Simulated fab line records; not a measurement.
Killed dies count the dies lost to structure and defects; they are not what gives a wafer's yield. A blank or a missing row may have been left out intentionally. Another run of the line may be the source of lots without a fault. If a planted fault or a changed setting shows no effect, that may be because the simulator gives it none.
Split-lot study -- flow n5 finfet -- 21 wafers read across 7 lots, on a route 1938 steps long

ABOUT THE SPLIT
At N5_BEOL_M0_ETCH_109 (etches SiCN in CH3F/O2, target depth 8 nm, overetch 2.4 nm, time 27.4 s), the setting bias w was moved away from the recipe's 75 W on 6 of the 21 wafers read, by -12.6% to +17.5%. This setting was run at the recipe's value on the other wafers.

The reading is taken at the split's own step.

THE READING
rf vpp V, in V, at N5_BEOL_M0_ETCH_109 (etches SiCN in CH3F/O2, target depth 8 nm, overetch 2.4 nm, time 27.4 s). A value of 297.3 V with a standard deviation of 1.5 V is what fault-free wafers of this fab line usually give.

wafer,"tool, chamber at the split","bias w as run, W",against the recipe,"rf vpp V, V",against lot-mates on the recipe
L076.3,"rie diel-01, 3",75,recipe,297.5,-
L076.4,"rie diel-01, 2",87.79,+17.1%,328.6,+31.5
L076.6,"rie diel-01, 2",75,recipe,296.8,-
L080.1,"rie diel-01, 2",75,recipe,297.8,-
L080.3,"rie diel-01, 0",65.55,-12.6%,272.9,-24.5
L080.5,"rie diel-01, 2",75,recipe,297.0,-
L081.1,"rie diel-05, 0",75,recipe,300.0,-
L081.2,"rie diel-05, 1",75,recipe,298.0,-
L081.4,"rie diel-05, 3",75,recipe,295.7,-
L084.2,"rie diel-01, 1",71.13,-5.2%,289.2,-7.9
L084.3,"rie diel-01, 2",75,recipe,298.1,-
L084.4,"rie diel-01, 0",75,recipe,296.2,-
L085.1,"rie diel-03, 2",75,recipe,296.8,-
L085.2,"rie diel-03, 0",75,recipe,293.9,-
L085.4,"rie diel-03, 1",75,recipe,297.1,-
L093.2,"rie diel-01, 1",75,recipe,297.3,-
L093.3,"rie diel-01, 3",75,recipe,297.2,-
L093.5,"rie diel-01, 0",88.13,+17.5%,327.5,+30.2
L095.1,"rie diel-01, 1",81.82,+9.1%,314.8,+19.1
L095.2,"rie diel-01, 0",75,recipe,295.7,-
L095.5,"rie diel-01, 0",81.82,+9.1%,313.6,+17.9

THE FIT
A straight line over all 21 wafers: rf vpp V changes by +1.82 V for each +1% of bias w; r = +0.99; the points scatter about the line by 1.3 V.
The same after taking each lot's own level away (the mean of its wafers on the recipe; 21 wafers): +1.85 V for each +1%; r = +0.99; scatter 1.3 V.
That fit puts the effect of the largest move of bias w on the reading at 32 V.
The span of the lots' own levels, 295.70 to 297.90 V, comes to 1.5 times the standard deviation stated above.
The two slopes are in agreement: the lot-to-lot level therefore moves the slope only a little.
Check: +33.4 V against its lot-mates is what the line predicts for one of the wafers moved furthest among these (+17.5%) when that wafer is left out of the fit. It came out at +30.2 V against them.
Tool readings at the split's step, against how far the setting was moved: rf vpp V r = +0.99.

OTHER SPLITS ON THESE WAFERS
Before the reading, these wafers also passed through other splits. Each is held against what the fit with the lots' levels taken away leaves over:
other split on the same wafers,wafers away from the commonest value,r with rf vpp V (lot level and that fit taken away)
N5_HKMG_FIN_DEVELOP_48 develop time s,4,+0.08
N5_GATE_CUT_ETCH_58 time s,3,-0.30
N5_GATE_CUT_CUT_ETCH_53 icp w,6,-0.02
N5_GATE_CUT_CMP_23 down force psi,8,+0.25
N5_MOL_CONTACT_COAG_ALD_131 ald cycles,9,-0.20
N5_BEOL_M0_SAQP_PECVD_03 time s,6,-0.02
N5_BEOL_M0_SAQP_COAT_08 spin rpm,7,-0.27
N5_BEOL_M0_SAQP_SPACER1_ALD_98 ald cycles,6,-0.20

THE FILE'S OWN FIT
rf vpp V changes by +1.83 V for each +1% of bias w, r = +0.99.
